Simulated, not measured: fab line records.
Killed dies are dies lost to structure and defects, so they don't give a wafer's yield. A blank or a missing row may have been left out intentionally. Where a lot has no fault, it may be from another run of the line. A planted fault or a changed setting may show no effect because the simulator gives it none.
Matching of chambers | flow nand_harc | rie_diel-11 running NHARC_A_BLC_STRIP_29: 4 sister chambers
The step strips in CF4. 8 wafers are shown with their chamber, then 12 later ones without.

## EACH WAFER AND ITS CHAMBER
wafer  | chamber | drypump_motor_current_A (A) | oes_product_au (a.u.)
L081.5 | 3       | 6.2                         | 0.990
L082.4 | 3       | 6.2                         | 0.990
L084.1 | 1       | 6.5                         | 1.006
L084.4 | 2       | 6.0                         | 0.987
L084.5 | 0       | 5.8                         | 0.989
L087.1 | 1       | 6.5                         | 1.016
L087.2 | 0       | 5.8                         | 1.003
L087.3 | 2       | 5.9                         | 0.973

## WAFERS WITH NO CHAMBER GIVEN
wafer  | drypump_motor_current_A (A) | oes_product_au (a.u.)
L086.1 | 6.5                         | 1.020
L086.3 | 6.2                         | 1.024
L086.4 | 5.9                         | 0.981
L091.2 | 5.8                         | 0.997
L091.3 | 6.2                         | 1.017
L091.4 | 6.4                         | 1.003
L093.1 | 6.4                         | 1.010
L093.2 | 5.9                         | 0.979
L093.5 | 6.2                         | 1.030
L097.1 | 6.0                         | 1.002
L097.3 | 6.2                         | 1.023
L097.5 | 6.2                         | 1.030

## WHICH CHAMBER EACH ONE RAN IN
wafer  | from the rows above     | in truth
L086.1 | 1                       | 1
L086.3 | 3                       | 3
L086.4 | can't be placed: 2 or 0 | 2
L091.2 | 0                       | 0
L091.3 | 3                       | 3
L091.4 | 1                       | 1
L093.1 | 1                       | 1
L093.2 | 2                       | 2
L093.5 | 3                       | 3
L097.1 | 2                       | 2
L097.3 | 3                       | 3
L097.5 | 3                       | 3
Placed correctly: 11 of 12. Cannot be placed on the basis of these rows: 1; the candidates contain the true chamber in 1. 0 placed wrongly.
How it was worked out, from the rows above alone: a wafer's distance from a chamber is the root of the sum, over the readings, of the square of ((its reading less the chamber's mean) divided by the reading's scatter). If the next closest chamber is less than 2 further off than the closest, the wafer can't be placed; otherwise it belongs to the closest. For every chamber, the mean is computed from those of its wafers that are shown. How the scatter is found: for the shown wafers, subtract from each reading the mean of its chamber, square and add these, divide the total by (wafers less chambers), then take the root.
